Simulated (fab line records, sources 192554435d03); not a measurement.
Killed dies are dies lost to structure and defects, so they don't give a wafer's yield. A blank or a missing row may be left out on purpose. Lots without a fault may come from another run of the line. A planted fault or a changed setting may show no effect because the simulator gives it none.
Which tool did it? | flow n5_finfet | 24 lots, 72 wafers sampled, at 2 steps of a route of 1938

WHAT THE GAUGES READ, wafer by wafer
N5_ILD0_THK_MEAS_08.
lot  | measured    | on            | thk_nm (nm)
L074 | day 3 12:29 | film_metro-02 | 139.6 137.4 138.2
L075 | day 3 18:25 | film_metro-01 | 136.7 139.0 138.5
L076 | day 4 01:29 | film_metro-02 | 137.7 137.9 138.8
L077 | day 4 06:25 | film_metro-01 | 137.8 139.6 138.2
L078 | day 4 15:14 | film_metro-01 | 139.3 139.3 137.9
L079 | day 4 21:16 | film_metro-01 | 138.8 139.9 139.1
L080 | day 5 03:04 | film_metro-02 | 140.6 140.0 140.4
L081 | day 5 08:34 | film_metro-02 | 139.1 141.0 138.8
L082 | day 5 11:33 | film_metro-01 | 139.9 138.1 139.1
L083 | day 5 17:29 | film_metro-02 | 139.0 141.0 140.0
L084 | day 6 04:04 | film_metro-02 | 138.4 139.2 139.9
L085 | day 6 09:59 | film_metro-01 | 138.1 138.8 138.9
L086 | day 6 14:15 | film_metro-01 | 138.4 138.3 139.5
L087 | day 6 17:58 | film_metro-02 | 141.0 139.4 138.8
L088 | day 6 23:51 | film_metro-02 | 137.7 139.8 138.7
L089 | day 7 06:22 | film_metro-02 | 138.1 137.5 140.6
L090 | day 7 15:07 | film_metro-02 | 137.2 137.3 137.0
L091 | day 7 19:50 | film_metro-01 | 137.9 138.2 137.2
L092 | day 8 02:27 | film_metro-01 | 138.1 138.0 139.9
L093 | day 8 07:20 | film_metro-02 | 139.7 138.1 136.2
L094 | day 8 18:09 | film_metro-01 | 138.7 138.2 139.0
L095 | day 8 21:31 | film_metro-02 | 138.6 138.4 137.7
L096 | day 9 01:41 | film_metro-02 | 139.6 139.4 139.1
L097 | day 9 08:32 | film_metro-02 | 138.1 138.7 138.1

N5_ILD0_THK_MEAS_13.
lot  | measured    | on            | thk_nm (nm)
L074 | day 3 15:44 | film_metro-02 | 19.6 17.1 17.1
L075 | day 3 21:40 | film_metro-01 | 17.3 17.3 18.4
L076 | day 4 04:41 | film_metro-02 | 16.2 17.9 15.8
L077 | day 4 09:50 | film_metro-02 | 18.2 18.3 18.5
L078 | day 4 18:27 | film_metro-02 | 15.1 15.8 15.7
L079 | day 5 00:47 | film_metro-01 | 17.2 17.6 19.8
L080 | day 5 06:17 | film_metro-02 | 17.4 18.0 19.0
L081 | day 5 11:47 | film_metro-02 | 17.4 18.8 19.3
L082 | day 5 14:46 | film_metro-01 | 20.1 20.2 18.3
L083 | day 5 20:43 | film_metro-01 | 17.8 17.4 17.6
L084 | day 6 07:17 | film_metro-01 | 15.9 17.4 16.9
L085 | day 6 13:17 | film_metro-01 | 18.7 18.4 18.8
L086 | day 6 17:28 | film_metro-02 | 18.1 17.7 18.6
L087 | day 6 21:11 | film_metro-01 | 17.7 17.8 18.3
L088 | day 7 03:04 | film_metro-02 | 17.9 18.1 17.2
L089 | day 7 09:50 | film_metro-02 | 19.2 17.5 17.0
L090 | day 7 18:20 | film_metro-01 | 18.7 16.8 18.4
L091 | day 7 23:08 | film_metro-01 | 17.1 18.0 16.2
L092 | day 8 05:40 | film_metro-01 | 16.4 17.5 18.8
L093 | day 8 10:32 | film_metro-01 | 16.1 16.4 17.4
L094 | day 8 21:45 | film_metro-02 | 18.2 18.5 17.8
L095 | day 9 01:01 | film_metro-01 | 18.7 17.8 17.4
L096 | day 9 05:04 | film_metro-01 | 19.4 15.9 16.8
L097 | day 9 11:45 | film_metro-01 | 17.1 15.5 15.9

WHICH TOOL RAN EACH LOT (tool, then ch and the chambers of the sampled wafers, then the start)
The record holds no process step before these readings.

WHAT THE TOOLS THEMSELVES READ (means of the sampled wafers that have a number; where no wafer has one, the mark that the record gives instead)
The record holds no such reading with a usual standard deviation.

THE ANSWER, worked out from the rows above alone
Rule: what is usual is taken from the lots themselves. Put in order of their means at a reading, lots are off if they are a third of the lots or fewer, leave a main group of 4 or more, and stand apart from it by a gap of 3 or more times the standard deviation of the main group's means; of several such gaps the widest counts. A main group whose means are all the same, to the digits that the tables above print for the reading, isn't used. A lot without any number at a reading at which 4 lots or more have one is off too. The other lots that the step has rows for count as sound. The gauges are gone through in route order, then the tools' own readings, and for those a lot's mean is taken as printed above. The first step at which some lot is off is used, and at that step the reading that is off furthest; a lot without a number counts as furthest.
No lot is off at any reading shown: from this, nothing can be told.

WHAT THE SIMULATOR HAD PUT IN
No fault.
